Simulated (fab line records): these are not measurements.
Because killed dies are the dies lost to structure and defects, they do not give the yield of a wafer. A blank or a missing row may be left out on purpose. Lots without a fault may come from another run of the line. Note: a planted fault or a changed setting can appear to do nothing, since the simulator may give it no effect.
Code-filled problem report in 8D (eight disciplines) form ; flow nand-harc ; the parts of the form that need people (team, actions taken, sign-off) are left out

1. THE PROBLEM
NHARC_A_STAIRCASE_ETCH_21, oes-product-au: mean 0.781 a.u. on 2 wafers (1 lot); fault-free wafers 0.948 a.u., standard deviation 0.015. That puts it -11 standard deviations away from the usual mean.
The step: etches the open film in C4F8/O2, target depth 100 nm, time 40.5 s.
Earliest sighting: wafer L534.3 on rie-diel-12 at day 23 21:16. The record holds 39 wafers of 13 lots with a number at this step. By rule, "out" or "out of limits" means more than 4 standard deviations away from the usual mean. The rest of the wafers with a number are treated as sound.

2. WHAT IT IS, AND WHAT IT ISN'T
question;is;is not
which readings at this step;oes-product-au;rf-vpp-V
which lots;L534;L514, L515, L516, L518, L521, L522, L523, L524, L526, L527, L530, L537
which wafers of those lots;L534.3, L534.5;L534.6
read on which tools;rie-diel-12;rie-diel-03, rie-diel-08
when;from day 23 21:16;"up to then (34 sound wafers); but 3 sound wafers of L537 came after"

3. SUSPECTS, AND WHAT RULES EACH OUT
Counting: any tool at a process step up to the reading remains a suspect provided it ran every lot that is out. Sound lots after the first of them don't rule it out here, since some wafers of a struck lot are sound.
- cmp-03 at NHARC_A_CHANNEL_FILL_D2_CMP_10 (polishes, target thk 150 nm): kept. L534, the lot that is out, went through it at day 23 15:53; up to then, the latest sound lot through it was L530 at day 22 08:25.
- pecvd-03 at NHARC_A_STAIRCASE_DEP_156 (deposits SiNx, target thk 50 nm): kept. L534, the lot that is out, went through it at day 23 16:46; up to then, the latest sound lot through it was L522 at day 20 05:20.
- rie-diel-12 at NHARC_A_STAIRCASE_ETCH_21 (etches the open film in C4F8/O2, target depth 100 nm, time 40.5 s): kept. L534, the lot that is out, went through it at day 23 21:16; up to then, the latest sound lot through it was L526 at day 21 01:19. On those wafers its own readings are out: oes-product-au.
- Within pecvd-03 at NHARC_A_STAIRCASE_DEP_156: the wafers that are out ran in chambers 0, 1; their sound lot-mates ran in chamber 2.
Left after counting: cmp-03 at NHARC_A_CHANNEL_FILL_D2_CMP_10, pecvd-03 at NHARC_A_STAIRCASE_DEP_156, rie-diel-12 at NHARC_A_STAIRCASE_ETCH_21.

4. THE CAUSE (what the simulator had put in)
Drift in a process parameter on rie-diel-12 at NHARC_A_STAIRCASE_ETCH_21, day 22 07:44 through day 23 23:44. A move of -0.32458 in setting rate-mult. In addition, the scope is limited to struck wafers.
3 suspects survive the count, and this tool is in that group.

5. SEQUENCE OF EFFECTS, ordered by route
Each row: a reading whose mean over the struck wafers that have a number lies more than 3 standard deviations from the usual. Scope: only readings with a usual standard deviation given in the record; hours: median across lots of the time from each lot's start at the first step in this table that gives one to its start at this step; sigmas: change in usual standard deviations.
hours;step;reading;usual;on struck wafers;change;sigmas
0;NHARC_A_STAIRCASE_ETCH_21;oes-product-au;0.948 a.u.;0.781;-0.167;-11
It contains these process steps:
- NHARC_A_STAIRCASE_ETCH_21: etches the open film in C4F8/O2, target depth 100 nm, time 40.5 s.

6. HOW IT WOULD HAVE BEEN CAUGHT EARLIER
38 hours passed between the start of the fault at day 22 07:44 and the first reading out of limits in this record, taken at day 23 21:16.
